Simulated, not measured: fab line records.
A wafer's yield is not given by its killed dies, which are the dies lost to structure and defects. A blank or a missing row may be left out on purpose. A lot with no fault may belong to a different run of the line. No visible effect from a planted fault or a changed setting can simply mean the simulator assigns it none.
Problem report in the 8D (eight disciplines) form, filled by code || flow nand-harc || the parts of the form that need people (team, actions taken, sign-off) are left out

== 1. THE PROBLEM ==
At NHARC_P_GATE_INSPECT_28, raw-defect-count averages 338.7 over 6 wafers from 2 lots, while fault-free wafers read 6.0, standard deviation 2.6. That is +99 or more standard deviations from the usual mean.
Seen first at day 8 21:04 on defect-inspect-02, wafer L428.2. Wafers with a number at this step in the record: 39, from 13 lots. Rule for "out", or "out of limits": more than 4 standard deviations from the usual mean. The other wafers with a number count as sound.

== 2. WHAT IT IS, WHAT IT ISN'T ==
{"question": "which readings at this step", "is": "raw-defect-count", "is not": "-"}
{"question": "which lots", "is": "L428, L429", "is not": "L412, L413, L414, L415, L416, L417, L430, L431, L432, L433, L434"}
{"question": "which wafers of those lots", "is": "all that have a number", "is not": "-"}
{"question": "read on which gauges", "is": "defect-inspect-02", "is not": "defect-inspect-01"}
{"question": "when", "is": "from day 8 21:04", "is not": "up to then (18 sound wafers); but 15 sound wafers of L430, L431, L432, L433, L434 came after"}

== 3. WHAT RULES OUT EACH SUSPECT ==
Counting: a tool stays on the suspect list if, at a process step up to the reading, it processed all lots that are out and no sound lot following the first of them.
- the gauge at NHARC_P_GATE_INSPECT_28: kept. All the wafers that are out were read on defect-inspect-02, and no step on other tools shows them out.
- furnace-08 at NHARC_P_GATE_OXIDE_02 (material SiO2, target thk 37.5 nm, ox time 365 s): kept. Every lot that is out went through it, starting with L428 (day 7 23:54), and after that it ran no sound lot; the last sound lot it ran before then is L416 (day 5 00:36).
Left after counting: furnace-08 at NHARC_P_GATE_OXIDE_02, defect-inspect-02 at NHARC_P_GATE_INSPECT_28.

== 4. THE CAUSE (what the simulator had put in) ==
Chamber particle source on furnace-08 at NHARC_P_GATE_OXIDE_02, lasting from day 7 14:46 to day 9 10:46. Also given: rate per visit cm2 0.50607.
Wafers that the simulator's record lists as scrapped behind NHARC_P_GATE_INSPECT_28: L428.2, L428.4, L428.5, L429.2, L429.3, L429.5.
Of the 2 suspects that counting leaves, this tool is one.

== 5. SEQUENCE OF EFFECTS, ordered by route ==
Each row: a reading where the mean over the struck wafers with a number is more than 3 standard deviations away from the usual. Only readings whose record carries a usual standard deviation are examined. hours: median over the lots of the time between each lot's start at the first step of this table that gives one and its start at this step. sigmas: the change, counted in usual standard deviations.
{"hours": 0, "step": "NHARC_P_GATE_INSPECT_28", "reading": "raw-defect-count", "usual": 6.0, "on struck wafers": 338.7, "change": "+332.7", "sigmas": "+99 or more"}

== 6. WHAT WOULD HAVE CAUGHT IT SOONER ==
Counted from the fault's start at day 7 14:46, it took 30 hours until the first out-of-limits reading at a measuring or inspecting step in this record, taken at day 8 21:04.
By day 8 21:04 the whole set of lots that are out, 2 in number, had already begun NHARC_P_GATE_OXIDE_02 on furnace-08. Had the tool been put on hold then, not one of them would have been saved.
